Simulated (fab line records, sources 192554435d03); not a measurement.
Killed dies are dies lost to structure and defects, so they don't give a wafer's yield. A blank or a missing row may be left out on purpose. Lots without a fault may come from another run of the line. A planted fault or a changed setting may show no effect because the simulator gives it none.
A struck lot beside a sound one | flow n5_finfet | 39 steps out of a route of 1938
Sound: wafers L513.2, L513.5, L513.6. Struck: wafers L521.4, L521.5, L521.6. The cause comes at the end.
At each step with rows: each side's tool, then ch and its chambers, then its first start. Under that, the readings that differ: sound wafers | struck wafers | difference of the means | sigmas: that difference in standard deviations of wafers without a fault.
alike: readings whose means differ by less than 2 such deviations, and words and numbers that are the same on both sides. not compared: withheld readings, readings that some wafer has no value for, bounds like >300 that may hide the same value, and numbers for which the record gives no deviation and whose values overlap.
The two part at a step that has a row with sigmas, a row that says differs or no value, or rows on one side only. Numbers that don't overlap but have no deviation are shown without sigmas and don't part them. A reading that every wafer of one side lacks parts them only if that side has two wafers or more.

first, 11 steps without rows for these wafers: N5_STI_FIN_REVEAL_ALD_14 (deposits Si3N4, target thk 3 nm); N5_STI_FIN_REVEAL_FCVD_FILL_01 (material SiO2 flowable, target thk 312 nm, time 512.2 s); N5_STI_FIN_REVEAL_DENSIFY_02 (time 1800 s); N5_STI_FIN_REVEAL_CMP_04 (polishes, stops on Si3N4, t overpolish 4 s, target thk 131.83 nm); N5_STI_FIN_REVEAL_DENSIFY_30; N5_STI_FIN_REVEAL_ETCHBACK_08 (etches SiO2 in C4F6/O2, target depth 30.5 nm, time 10.167 s); N5_STI_FIN_REVEAL_STRIP_24 (strips in N2/H2, time 90 s); N5_STI_FIN_REVEAL_PRECLEAN_25 (cleans in SPM, time 90 s); N5_STI_FIN_REVEAL_PRECLEAN_26 (cleans in SC1, time 45 s); N5_STI_FIN_REVEAL_PRECLEAN_29 (cleans in DHF, time 30 s); N5_STI_FIN_REVEAL_SRD_12 (time 30 s).
N5_STI_FIN_REVEAL_RECESS_09: chemistry HF/NH3, target SiO2, afs cycles 11, target depth 42.5 nm, sublimation time 60 s.
  sound on vapor_etch-01 ch 0,1, day 4 16:17; struck on vapor_etch-01 ch 0,1, day 6 16:16
  reading    | sound             | struck            | difference | sigmas
  temp_c (C) | 29.92 30.06 29.91 | 28.02 28.08 28.07 | -1.91      | -17
  alike: drypump_motor_current_A
then, 10 steps without rows for these wafers: N5_STI_FIN_REVEAL_STRIP_16 (strips SiNx in H3PO4, target depth 23.8 nm); N5_STI_FIN_REVEAL_PRECLEAN_17 (cleans in NF3:NH3, afs cycles 1, time 20 s, sublimation time 60 s); N5_STI_FIN_REVEAL_ETCH_34 (etches Si in H2, material Si, target depth 0.97 nm); N5_STI_FIN_REVEAL_OXIDATION_31 (chemistry O2 PLASMA REMOTE, time 20 s); N5_STI_FIN_REVEAL_PRECLEAN_32 (cleans in NF3:NH3, afs cycles 1, time 20 s, sublimation time 60 s); N5_STI_FIN_REVEAL_STRIP_35 (strips Si3N4 in H3PO4, target depth 4 nm, time 39 s); N5_STI_FIN_REVEAL_SRD_21 (time 30 s); N5_STI_FIN_REVEAL_OXIDATION_33 (chemistry O2 PLASMA REMOTE, time 20 s); N5_STI_FIN_REVEAL_CLEAN_19 (cleans in O3/DIW, time 120 s); N5_STI_FIN_REVEAL_SRD_23 (time 30 s).
N5_STI_FIN_REVEAL_FIN_H_MEAS_10:
  sound on ocd-02, day 4 18:59; struck on ocd-02, day 6 18:26
  reading              | sound          | struck         | difference | sigmas
  trench_depth_nm (nm) | 51.6 51.8 51.2 | 54.8 54.7 54.7 | +3.2       | +4
then, 15 steps without rows for these wafers: N5_STI_FIN_REVEAL_PRECLEAN_18 (cleans in SC2, time 45 s); N5_STI_FIN_REVEAL_SRD_28 (time 30 s); N5_DUMMY_GATE_PRECLEAN_00 (cleans in O3/DIW, time 60 s); N5_DUMMY_GATE_SRD_01 (time 30 s); N5_DUMMY_GATE_ALD_02 (deposits SiO2, target thk 2 nm, pulse time 1 s); N5_DUMMY_GATE_CVD_03 (deposits a-Si from SiH4, target thk 150 nm, time 8042 s); N5_DUMMY_GATE_PRECLEAN_46 (cleans in DIW, time 89.5 s); N5_DUMMY_GATE_SRD_47 (dry time 32 s); N5_DUMMY_GATE_CMP_04 (polishes a-Si); N5_DUMMY_GATE_HM_DEP_06 (deposits SiNx from DCS/NH3, target thk 80 nm, time 5141 s); N5_DUMMY_GATE_PECVD_30 (deposits SiO2 from TEOS/O2, target thk 55 nm, time 10.8 s); N5_DUMMY_GATE_COAT_34 (time 60 s, resist thk 60 nm); N5_DUMMY_GATE_COAT_35 (time 60 s, resist thk 10 nm); N5_DUMMY_GATE_COAT_28 (time 60 s, resist thk 10 nm); N5_DUMMY_GATE_COAT_09 (resist thk 30 nm).
-- the record jumps here: 6 days lie between the struck wafers' starts before and after (it left off in module DUMMY_GATE and takes up again in module BEOL_M4, whose first step shown is number 1111 of the route) --
N5_BEOL_M4_RC_MEAS_101:
  sound on prober-01 ch 0, day 11 01:07; struck on prober-01 ch 0, day 12 21:39
  reading       | sound       | struck      | difference | sigmas
  ION_N (uA/um) | 644 667 651 | 695 705 690 | +43        | +4
  ION_P (uA/um) | 448 461 454 | 476 485 478 | +25        | +4
  alike: DIBL_N, DIBL_P, IOFF_N, IOFF_P, SS_N, SS_P, VT_N, VT_P

WHERE THEY PART
First at N5_STI_FIN_REVEAL_RECESS_09; last, within this record, at N5_BEOL_M4_RC_MEAS_101.

WHY: what the simulator had put in
Process parameter drift: vapor_etch-01, from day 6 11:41 on, at N5_STI_FIN_REVEAL_RECESS_09. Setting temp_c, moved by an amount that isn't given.
